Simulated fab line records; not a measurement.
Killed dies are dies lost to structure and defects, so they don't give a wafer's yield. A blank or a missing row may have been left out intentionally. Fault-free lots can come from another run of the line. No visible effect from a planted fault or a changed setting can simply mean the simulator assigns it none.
Matching of chambers ; flow n5 finfet ; rie diel-03 running N5_BEOL_M5_ETCH_67: 4 sister chambers
The step etches SiARC in CF4, target depth 15.6 nm, time 26 s. 16 wafers are shown with their chamber, then 8 later ones without.

## WAFERS PAIRED WITH THEIR CHAMBERS
wafer;chamber;showerhead plenum p Torr (Torr);drypump motor current A (A);throttle valve pct (%)
L075.3;3;2.23;5.2;15.88
L075.4;0;2.22;5.6;15.82
L075.6;2;2.07;5.5;15.90
L081.2;0;2.22;5.7;15.84
L081.5;2;2.06;5.5;15.93
L081.6;3;2.22;5.2;15.92
L083.3;2;2.06;5.5;15.96
L083.4;1;2.14;5.8;15.81
L083.5;2;2.06;5.5;15.93
L084.3;2;2.06;5.5;15.97
L084.4;3;2.22;5.2;15.91
L084.6;2;2.06;5.5;15.97
L090.2;2;2.06;5.5;15.98
L090.5;1;2.13;5.8;15.85
L090.6;2;2.06;5.5;15.99
L091.1;1;2.13;5.8;15.85

SIGNATURES (means of the wafers above)
reading;chamber 0;chamber 1;chamber 2;chamber 3;scatter within a chamber
showerhead plenum p Torr;2.2200;2.1333;2.0613;2.2233;0.00429
drypump motor current A;5.650;5.800;5.500;5.200;0.0204
throttle valve pct;15.8300;15.8367;15.9537;15.9033;0.027
Rule: a wafer lies at a distance from a chamber equal to the root of the sum of squares, over the readings, of (its reading less the chamber's mean, divided by the reading's scatter). The wafer belongs to the nearest chamber; if the next one is less than 2 further off, it can't be placed. The scatter is the square root of a quotient: the sum, over the shown wafers, of each reading's squared deviation from its chamber's mean, divided by wafers minus chambers.

## WAFERS WITH NO CHAMBER GIVEN
wafer;showerhead plenum p Torr (Torr);drypump motor current A (A);throttle valve pct (%)
L091.2;2.21;5.6;15.89
L091.6;2.22;5.3;15.95
L096.2;2.21;5.6;15.90
L096.4;2.13;5.7;15.89
L096.5;2.21;5.2;15.97
L097.1;2.21;5.2;15.98
L097.3;2.21;5.6;15.90
L097.5;2.13;5.7;15.88

## CHAMBER TAKEN BY EACH
wafer;from the rows above;in truth
L091.2;0;0
L091.6;3;3
L096.2;0;0
L096.4;1;1
L096.5;3;3
L097.1;3;3
L097.3;0;0
L097.5;1;1
Correct placement for 8 of the 8. Left unplaced by these rows: 0. Number placed wrongly: 0.
